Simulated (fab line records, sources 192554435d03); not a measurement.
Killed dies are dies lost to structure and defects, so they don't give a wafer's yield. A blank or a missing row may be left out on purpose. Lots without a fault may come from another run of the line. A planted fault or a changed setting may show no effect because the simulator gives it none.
Which tool did it? | flow n5_finfet | 24 lots, 72 wafers sampled, at 6 steps of a route of 1938

WHAT THE GAUGES READ, wafer by wafer
N5_BEOL_M3_CD_MEAS_28: target cd 25.7 nm, target cd y 23.3 nm. Usual: cd_nm 25.66 nm, standard deviation 0.23.
lot  | measured     | on        | cd_nm (nm)        | flag
L074 | day 6 17:13  | cd_sem-02 | 25.75 25.90 25.65 |
L075 | day 7 06:10  | cd_sem-01 | 25.78 25.09 25.71 |
L076 | day 7 12:46  | cd_sem-01 | 25.46 25.54 25.77 |
L077 | day 7 13:44  | cd_sem-03 | 25.81 25.77 25.40 |
L078 | day 8 05:39  | cd_sem-01 | 25.10 26.05 25.49 |
L079 | day 8 08:42  | cd_sem-01 | 25.34 25.77 25.39 |
L080 | day 8 10:29  | cd_sem-03 | 25.59 25.56 25.76 |
L081 | day 8 17:09  | cd_sem-03 | 25.47 25.85 25.48 |
L082 | day 9 05:41  | cd_sem-03 | 25.62 25.40 25.37 |
L083 | day 9 14:26  | cd_sem-03 | 25.73 25.64 25.68 |
L084 | day 9 17:27  | cd_sem-01 | 25.46 25.69 25.61 |
L085 | day 9 18:32  | cd_sem-01 | 25.88 26.03 25.29 |
L086 | day 10 03:53 | cd_sem-01 | 25.93 26.07 25.95 |
L087 | day 10 04:04 | cd_sem-03 | 25.58 25.54 25.55 |
L088 | day 10 13:08 | cd_sem-02 | 25.63 25.57 26.01 |
L089 | day 10 17:13 | cd_sem-03 | 25.87 26.13 25.97 |
L090 | day 11 07:17 | cd_sem-03 | 25.78 25.61 25.67 |
L091 | day 11 14:43 | cd_sem-03 | 25.35 26.01 25.29 |
L092 | day 11 21:40 | cd_sem-01 | 25.73 25.32 25.46 |
L093 | day 11 23:00 | cd_sem-03 | 25.75 25.61 25.70 |
L094 | day 12 03:16 | cd_sem-03 | 25.75 25.90 25.87 |
L095 | day 12 05:37 | cd_sem-03 | 25.67 26.04 25.69 |
L097 | day 12 15:54 | cd_sem-01 | 25.95 25.87 25.41 |
L096 | day 13 00:19 | cd_sem-02 | 25.69 25.81 26.11 |

N5_BEOL_M3_INSPECT_59: inspects for defects (darkfield). Usual: raw_defect_count 74, standard deviation 21.
lot  | measured     | on                | raw_defect_count | flag
L074 | day 7 01:40  | defect_inspect-02 | 70 72 58         |
L075 | day 7 13:26  | defect_inspect-02 | 73 82 62         |
L076 | day 8 00:48  | defect_inspect-02 | 46 68 50         |
L077 | day 8 00:14  | defect_inspect-02 | 93 102 89        |
L078 | day 8 14:53  | defect_inspect-02 | 44 54 38         |
L079 | day 8 21:16  | defect_inspect-02 | 92 58 80         |
L080 | day 8 18:50  | defect_inspect-02 | 86 91 95         |
L081 | day 9 03:53  | defect_inspect-02 | 54 100 106       |
L082 | day 9 11:39  | defect_inspect-01 | 109 72 81        |
L083 | day 10 02:49 | defect_inspect-02 | 48 70 116        |
L084 | day 10 04:04 | defect_inspect-02 | 85 60 84         |
L085 | day 10 06:08 | defect_inspect-01 | 59 71 100        |
L086 | day 10 09:08 | defect_inspect-02 | 109 83 121       |
L087 | day 10 11:06 | defect_inspect-01 | 95 57 76         |
L088 | day 10 19:26 | defect_inspect-01 | 85 52 59         |
L089 | day 11 10:08 | defect_inspect-02 | 77 64 90         |
L090 | day 11 12:53 | defect_inspect-02 | 105 80 53        |
L091 | day 11 20:59 | defect_inspect-01 | 51 73 53         |
L092 | day 12 05:20 | defect_inspect-01 | 100 83 87        |
L093 | day 12 13:11 | defect_inspect-01 | 70 120 71        |
L094 | day 13 02:38 | defect_inspect-02 | 100 84 59        |
L095 | day 12 15:49 | defect_inspect-01 | 62 85 61         |
L097 | day 13 02:22 | defect_inspect-02 | 58 50 78         |
L096 | day 13 10:22 | defect_inspect-02 | 54 45 62         |

WHICH TOOL RAN EACH LOT (tool, then ch and the chambers of the sampled wafers, then the start)
lot  | N5_BEOL_M3_DESCUM_33               | N5_BEOL_M3_ANNEAL_89         | N5_BEOL_M3_ANNEAL_95         | N5_BEOL_M3_PRE_CLEAN_60
L074 | rie_diel-06 ch 2,3, day 6 17:21    | pvd_sputter-01, day 6 23:31  | pvd_sputter-01, day 7 00:11  | cvd_co-02 ch 0,1,2, day 7 01:26
L075 | rie_diel-02 ch 2,3, day 7 06:17    | pvd_sputter-02, day 7 10:55  | pvd_sputter-02, day 7 11:35  | cvd_co-01 ch 0,1, day 7 13:11
L076 | rie_diel-02 ch 2,3, day 7 13:03    | pvd_sputter-01, day 7 22:51  | pvd_sputter-01, day 7 23:34  | cvd_co-01 ch 1,2, day 8 00:33
L077 | rie_diel-02 ch 0,2, day 7 13:51    | pvd_sputter-02, day 7 22:21  | pvd_sputter-02, day 7 23:01  | cvd_co-01 ch 0,1, day 7 23:59
L078 | rie_diel-01 ch 0,3, day 8 05:46    | pvd_sputter-03, day 8 12:52  | pvd_sputter-03, day 8 13:32  | cvd_co-01 ch 0,1,2, day 8 14:38
L079 | rie_diel-06 ch 2,3, day 8 09:07    | pvd_sputter-01, day 8 18:53  | pvd_sputter-01, day 8 19:32  | cvd_co-02 ch 1,2, day 8 21:01
L080 | rie_diel-01 ch 0,1,2, day 8 11:09  | pvd_sputter-01, day 8 16:56  | pvd_sputter-01, day 8 17:36  | cvd_co-02 ch 0,1, day 8 18:35
L081 | rie_diel-02 ch 0,3, day 8 17:16    | pvd_sputter-02, day 9 01:58  | pvd_sputter-02, day 9 02:38  | cvd_co-01 ch 0,1,2, day 9 03:37
L082 | rie_diel-06 ch 0,2, day 9 05:49    | pvd_sputter-03, day 9 09:45  | pvd_sputter-03, day 9 10:25  | cvd_co-02 ch 1,2, day 9 11:22
L083 | rie_diel-02 ch 0,2,3, day 9 14:40  | pvd_sputter-02, day 10 00:55 | pvd_sputter-02, day 10 01:35 | cvd_co-01 ch 0,1,2, day 10 02:32
L084 | rie_diel-06 ch 0,2,3, day 9 17:40  | pvd_sputter-03, day 10 02:05 | pvd_sputter-03, day 10 02:45 | cvd_co-01 ch 0,1,2, day 10 03:49
L085 | rie_diel-02 ch 0,2, day 9 18:39    | pvd_sputter-01, day 10 04:16 | pvd_sputter-01, day 10 04:56 | cvd_co-01 ch 0,1,2, day 10 05:53
L086 | rie_diel-06 ch 0,2, day 10 04:40   | pvd_sputter-01, day 10 07:16 | pvd_sputter-01, day 10 07:56 | cvd_co-01 ch 1,2, day 10 08:53
L087 | rie_diel-01 ch 0,2,3, day 10 04:45 | pvd_sputter-01, day 10 09:07 | pvd_sputter-01, day 10 09:46 | cvd_co-02 ch 0,1,2, day 10 10:49
L088 | rie_diel-02 ch 0,1,2, day 10 14:10 | pvd_sputter-01, day 10 17:34 | pvd_sputter-01, day 10 18:13 | cvd_co-01 ch 1,2, day 10 19:11
L089 | rie_diel-02 ch 1,3, day 10 17:20   | pvd_sputter-01, day 11 07:50 | pvd_sputter-01, day 11 08:29 | cvd_co-02 ch 1,2, day 11 09:52
L090 | rie_diel-02 ch 0,2,3, day 11 07:25 | pvd_sputter-03, day 11 10:51 | pvd_sputter-03, day 11 11:31 | cvd_co-01 ch 0,1, day 11 12:38
L091 | rie_diel-06 ch 0,1,3, day 11 14:50 | pvd_sputter-01, day 11 18:52 | pvd_sputter-01, day 11 19:32 | cvd_co-01 ch 0,1, day 11 20:44
L092 | rie_diel-06 ch 0,1,2, day 11 21:47 | pvd_sputter-02, day 12 03:14 | pvd_sputter-02, day 12 03:53 | cvd_co-01 ch 0,1,2, day 12 05:04
L093 | rie_diel-06 ch 0,1,2, day 11 23:07 | pvd_sputter-02, day 12 11:07 | pvd_sputter-02, day 12 11:46 | cvd_co-01 ch 1,2, day 12 12:56
L094 | rie_diel-01 ch 0,1,3, day 12 03:23 | pvd_sputter-01, day 12 12:38 | pvd_sputter-01, day 13 01:06 | cvd_co-01 ch 0,2, day 13 02:23
L095 | rie_diel-01 ch 0,2, day 12 05:44   | pvd_sputter-02, day 12 13:55 | pvd_sputter-02, day 12 14:35 | cvd_co-01 ch 0,1,2, day 12 15:34
L097 | rie_diel-01 ch 0,1,2, day 12 16:15 | pvd_sputter-02, day 13 00:15 | pvd_sputter-02, day 13 00:55 | cvd_co-02 ch 0,1,2, day 13 02:07
L096 | rie_diel-01 ch 0,2,3, day 13 00:26 | pvd_sputter-02, day 13 08:29 | pvd_sputter-02, day 13 09:08 | cvd_co-02 ch 0,1,2, day 13 10:06
- N5_BEOL_M3_DESCUM_33: chemistry O2, time 7 s.
- N5_BEOL_M3_ANNEAL_89: time 240 s.
- N5_BEOL_M3_ANNEAL_95: time 240 s.
- N5_BEOL_M3_PRE_CLEAN_60: time 15 s.

WHAT THE TOOLS THEMSELVES READ (means of the sampled wafers that have a number; where no wafer has one, the mark that the record gives instead)
N5_BEOL_M3_DESCUM_33. Usual: drypump_motor_current_A 5.7 A, standard deviation 0.44; oes_product_au 0.81 a.u., standard deviation 0.098; rf_vpp_V 242.8 V, standard deviation 1.2; showerhead_plenum_p_Torr 2.08 Torr, standard deviation 0.058; temp_c 40.00 C, standard deviation 0.12; throttle_valve_pct 20.34 %, standard deviation 0.13.
lot  | tool        | drypump_motor_current_A (A) | oes_product_au (a.u.) | rf_vpp_V (V) | showerhead_plenum_p_Torr (Torr) | temp_c (C) | throttle_valve_pct (%) | flag
L074 | rie_diel-06 | 5.8                         | 0.82                  | 242.6        | 2.06                            | 40.09      | 20.18                  |
L075 | rie_diel-02 | 5.7                         | 0.80                  | 243.4        | 2.13                            | 40.07      | 20.43                  |
L076 | rie_diel-02 | 5.9                         | 0.89                  | 242.9        | 2.09                            | 40.14      | 20.43                  |
L077 | rie_diel-02 | 6.0                         | 0.81                  | 242.1        | 2.07                            | 39.94      | 20.45                  |
L078 | rie_diel-01 | 5.4                         | 0.78                  | 243.0        | 2.13                            | 40.09      | 20.46                  |
L079 | rie_diel-06 | 5.8                         | 0.80                  | 242.4        | 2.05                            | 39.88      | 20.20                  |
L080 | rie_diel-01 | 5.5                         | 0.77                  | 241.3        | 2.08                            | 39.85      | 20.31                  |
L081 | rie_diel-02 | 5.7                         | 0.69                  | 243.6        | 2.13                            | 39.97      | 20.46                  |
L082 | rie_diel-06 | 5.8                         | 0.86                  | 242.2        | 2.06                            | 39.95      | 20.20                  |
L083 | rie_diel-02 | 5.8                         | 0.78                  | 243.3        | 2.09                            | 40.05      | 20.48                  |
L084 | rie_diel-06 | 5.8                         | 0.82                  | 242.8        | 2.06                            | 39.99      | 20.22                  |
L085 | rie_diel-02 | 6.0                         | 0.85                  | 242.2        | 2.06                            | 40.03      | 20.46                  |
L086 | rie_diel-06 | 5.7                         | 0.85                  | 242.3        | 2.06                            | 40.05      | 20.22                  |
L087 | rie_diel-01 | 5.1                         | 0.79                  | 243.1        | 2.08                            | 40.01      | 20.37                  |
L088 | rie_diel-02 | 6.0                         | 0.86                  | 242.3        | 2.06                            | 39.97      | 20.40                  |
L089 | rie_diel-02 | 5.7                         | 0.77                  | 243.6        | 2.12                            | 40.02      | 20.40                  |
L090 | rie_diel-02 | 5.8                         | 0.77                  | 243.4        | 2.09                            | 39.98      | 20.48                  |
L091 | rie_diel-06 | 6.1                         | 0.86                  | 242.8        | 2.09                            | 39.98      | 20.29                  |
L092 | rie_diel-06 | 6.0                         | 0.80                  | 242.6        | 2.10                            | 39.97      | 20.30                  |
L093 | rie_diel-06 | 6.0                         | 0.80                  | 243.4        | 2.10                            | 39.89      | 20.29                  |
L094 | rie_diel-01 | 5.4                         | 0.75                  | 243.2        | 2.06                            | 40.09      | 20.34                  |
L095 | rie_diel-01 | 5.5                         | 0.75                  | 242.9        | 2.12                            | 40.09      | 20.51                  |
L097 | rie_diel-01 | 5.5                         | 0.74                  | 242.6        | 2.07                            | 39.95      | 20.37                  |
L096 | rie_diel-01 | 5.1                         | 0.76                  | 243.1        | 2.07                            | 40.07      | 20.41                  |

N5_BEOL_M3_ANNEAL_89. Usual: heater_power_w 876 W, standard deviation 73.
lot  | tool           | heater_power_w (W) | flag
L074 | pvd_sputter-01 | 853                |
L075 | pvd_sputter-02 | 883                |
L076 | pvd_sputter-01 | 847                |
L077 | pvd_sputter-02 | 914                |
L078 | pvd_sputter-03 | 822                |
L079 | pvd_sputter-01 | 846                |
L080 | pvd_sputter-01 | 858                |
L081 | pvd_sputter-02 | 934                |
L082 | pvd_sputter-03 | 828                |
L083 | pvd_sputter-02 | 908                |
L084 | pvd_sputter-03 | 810                |
L085 | pvd_sputter-01 | 847                |
L086 | pvd_sputter-01 | 851                |
L087 | pvd_sputter-01 | 854                |
L088 | pvd_sputter-01 | 849                |
L089 | pvd_sputter-01 | 877                |
L090 | pvd_sputter-03 | 881                |
L091 | pvd_sputter-01 | 856                |
L092 | pvd_sputter-02 | 873                |
L093 | pvd_sputter-02 | 883                |
L094 | pvd_sputter-01 | 869                |
L095 | pvd_sputter-02 | 951                |
L097 | pvd_sputter-02 | 837                |
L096 | pvd_sputter-02 | 875                |

N5_BEOL_M3_ANNEAL_95. Usual: heater_power_w 877 W, standard deviation 73.
lot  | tool           | heater_power_w (W) | flag
L074 | pvd_sputter-01 | 842                |
L075 | pvd_sputter-02 | 874                |
L076 | pvd_sputter-01 | 849                |
L077 | pvd_sputter-02 | 919                |
L078 | pvd_sputter-03 | 826                |
L079 | pvd_sputter-01 | 859                |
L080 | pvd_sputter-01 | 859                |
L081 | pvd_sputter-02 | 945                |
L082 | pvd_sputter-03 | 825                |
L083 | pvd_sputter-02 | 926                |
L084 | pvd_sputter-03 | 825                |
L085 | pvd_sputter-01 | 841                |
L086 | pvd_sputter-01 | 866                |
L087 | pvd_sputter-01 | 858                |
L088 | pvd_sputter-01 | 851                |
L089 | pvd_sputter-01 | 876                |
L090 | pvd_sputter-03 | 866                |
L091 | pvd_sputter-01 | 860                |
L092 | pvd_sputter-02 | 871                |
L093 | pvd_sputter-02 | 883                |
L094 | pvd_sputter-01 | 869                |
L095 | pvd_sputter-02 | 928                |
L097 | pvd_sputter-02 | 839                |
L096 | pvd_sputter-02 | 890                |

N5_BEOL_M3_PRE_CLEAN_60. Usual: heater_power_w 86 W, standard deviation 20.
lot  | tool      | heater_power_w (W) | flag
L074 | cvd_co-02 | 82                 |
L075 | cvd_co-01 | 96                 |
L076 | cvd_co-01 | 87                 |
L077 | cvd_co-01 | 98                 |
L078 | cvd_co-01 | 88                 |
L079 | cvd_co-02 | 68                 |
L080 | cvd_co-02 | 97                 |
L081 | cvd_co-01 | 86                 |
L082 | cvd_co-02 | 66                 |
L083 | cvd_co-01 | 88                 |
L084 | cvd_co-01 | 86                 |
L085 | cvd_co-01 | 87                 |
L086 | cvd_co-01 | 89                 |
L087 | cvd_co-02 | 83                 |
L088 | cvd_co-01 | 102                |
L089 | cvd_co-02 | 67                 |
L090 | cvd_co-01 | 98                 |
L091 | cvd_co-01 | 100                |
L092 | cvd_co-01 | 88                 |
L093 | cvd_co-01 | 89                 |
L094 | cvd_co-01 | 74                 |
L095 | cvd_co-01 | 87                 |
L097 | cvd_co-02 | 84                 |
L096 | cvd_co-02 | 83                 |

THE ANSWER, worked out from the rows above alone
Rule: a lot is off if the mean of its wafers that have a number lies more than 3 standard deviations from the usual mean. A lot without any number at a reading at which 4 lots or more have one is off too. The other lots that the step has rows for count as sound. The gauges are gone through in route order, then the tools' own readings, and for those a lot's mean is taken as printed above. The first step at which some lot is off is used, and at that step the reading that is off furthest; a lot without a number counts as furthest.
No lot is off at any reading shown: from this, nothing can be told.

WHAT THE SIMULATOR HAD PUT IN
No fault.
